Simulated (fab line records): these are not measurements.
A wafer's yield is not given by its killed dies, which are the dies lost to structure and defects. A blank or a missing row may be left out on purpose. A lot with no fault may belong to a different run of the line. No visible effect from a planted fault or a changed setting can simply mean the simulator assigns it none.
What tool caused it? | flow nand harc | Sampling: 12 lots, 36 wafers, 6 of 1159 route steps

WHAT THE GAUGES SHOWED, per wafer
NHARC_A_SGD_CUT_THK_MEAS_22: measures by ellipsometry.
lot  | measured     | on            | thk nm (nm)
L076 | day 14 18:01 | film metro-02 | 147.0 148.0 146.8
L079 | day 15 00:32 | film metro-01 | 147.2 145.3 147.9
L078 | day 15 00:37 | film metro-02 | 151.6 148.4 147.1
L082 | day 15 21:13 | film metro-01 | 148.8 148.6 151.4
L083 | day 16 08:03 | film metro-01 | 147.9 150.2 150.2
L085 | day 17 06:14 | film metro-01 | 146.2 147.5 145.5
L088 | day 17 10:46 | film metro-01 | 148.8 149.6 148.5
L089 | day 17 19:01 | film metro-02 | 146.8 149.2 146.8
L093 | day 18 09:22 | film metro-01 | 148.0 151.8 146.6
L090 | day 18 09:22 | film metro-02 | 146.4 148.8 149.1
L094 | day 19 23:31 | film metro-01 | 146.3 150.3 151.1
L096 | day 19 23:31 | film metro-02 | 146.0 147.6 145.7

EACH LOT AND THE TOOL THAT RAN IT (in order: tool; ch and the chambers of the sampled wafers; start)
lot  | NHARC_A_STAIRCASE_ETCH_313         | NHARC_A_STAIRCASE_DEP_417       | NHARC_A_STAIRCASE_CMP_450     | NHARC_A_STAIRCASE_CMP_472     | NHARC_A_SGD_CUT_ETCH_15
L076 | rie diel-12 ch 0,2,3, day 12 06:53 | pecvd-03 ch 0,1,2, day 12 13:08 | cmp-04 ch 0,1,3, day 14 08:43 | cmp-02 ch 2,3, day 14 10:59   | rie diel-01 ch 1,2, day 14 18:01 or earlier
L079 | rie diel-12 ch 0,1,3, day 12 17:20 | pecvd-04 ch 1,2, day 12 21:25   | cmp-01 ch 0,1,3, day 14 15:55 | cmp-02 ch 0,1,3, day 14 17:32 | rie diel-01 ch 0,1,3, day 15 00:32 or earlier
L078 | rie diel-08 ch 0,1, day 13 01:01   | pecvd-01 ch 0,1, day 13 05:10   | cmp-01 ch 0,3, day 14 16:39   | cmp-01 ch 1,3, day 14 18:13   | rie diel-06 ch 2,3, day 15 00:37 or earlier
L082 | rie diel-12 ch 1,3, day 13 14:40   | pecvd-01 ch 0,2, day 13 18:45   | cmp-01 ch 1,2,3, day 15 11:42 | cmp-04 ch 0,3, day 15 13:12   | rie diel-11 ch 1,3, day 15 21:13 or earlier
L083 | rie diel-04 ch 0,2, day 14 02:03   | pecvd-04 ch 0,1,2, day 14 06:28 | cmp-02 ch 0,2, day 15 23:42   | cmp-02 ch 0,2, day 16 01:09   | rie diel-06 ch 0,1,3, day 16 08:03 or earlier
L085 | rie diel-12 ch 2,3, day 15 03:40   | pecvd-04 ch 1,2, day 15 07:58   | cmp-01 ch 0,1, day 16 21:10   | cmp-04 ch 0,1,2, day 16 22:43 | rie diel-11 ch 2,3, day 17 06:14 or earlier
L088 | rie diel-04 ch 1,2, day 15 07:22   | pecvd-03 ch 0,1, day 15 13:08   | cmp-01 ch 0,3, day 17 01:38   | cmp-01 ch 2,3, day 17 03:29   | rie diel-06 ch 1,2, day 17 10:46 or earlier
L089 | rie diel-08 ch 0,1,3, day 15 15:22 | pecvd-04 ch 0,1, day 15 19:23   | cmp-01 ch 0,1,2, day 17 07:35 | cmp-02 ch 0,2,3, day 17 09:03 | rie diel-06 ch 0,1, day 17 19:01 or earlier
L093 | rie diel-12 ch 0,3, day 16 05:35   | pecvd-04 ch 0,1,2, day 16 09:50 | cmp-02 ch 1,2,3, day 18 00:31 | cmp-01 ch 0,3, day 18 02:00   | rie diel-06 ch 0,2,3, day 18 09:22 or earlier
L090 | rie diel-04 ch 0,2,3, day 16 07:31 | pecvd-01 ch 0,1,2, day 16 11:32 | cmp-04 ch 0,1,3, day 18 01:56 | cmp-02 ch 0,2,3, day 18 03:25 | rie diel-01 ch 2,3, day 18 09:22 or earlier
L094 | rie diel-04 ch 0,1,3, day 17 00:19 | pecvd-01 ch 0,1, day 17 04:50   | cmp-02 ch 1,2,3, day 19 13:16 | cmp-01 ch 0,1,3, day 19 14:48 | rie diel-06 ch 0,2,3, day 19 23:31 or earlier
L096 | rie diel-08 ch 0,2,3, day 17 17:23 | pecvd-01 ch 0,2, day 17 21:52   | cmp-01 ch 0,1,2, day 19 13:20 | cmp-02 ch 0,1,3, day 19 14:54 | rie diel-11 ch 0,1,2, day 19 23:31 or earlier
- NHARC_A_STAIRCASE_ETCH_313: etches the open film in CF4/CHF3.
- NHARC_A_STAIRCASE_DEP_417: deposits Si3N4, target thk 60 nm.
- NHARC_A_STAIRCASE_CMP_450: polishes SiO2, target thk 200 nm.
- NHARC_A_STAIRCASE_CMP_472: polishes SiO2.
- NHARC_A_SGD_CUT_ETCH_15: etches the open film in CH3F/O2, target depth 75 nm, time 64.3 s.

THE ANSWER, worked out from the rows above alone
Rule: usual is defined by the lots themselves. The widest of any qualifying gaps counts: lots, ordered by their means at a reading, are off when they make up no more than a third of the lots, leave a main group of 4 or more, and stand apart from it by 3 or more times the standard deviation of that group's means. A main group whose means are all the same, to the digits that the tables above print for the reading, isn't used. Also off: a lot with no number at a reading for which 4 or more lots have one. The other lots that the step has rows for count as sound.
Nothing can be told from this: no lot is off at any reading shown.

WHAT THE SIMULATOR PUT IN
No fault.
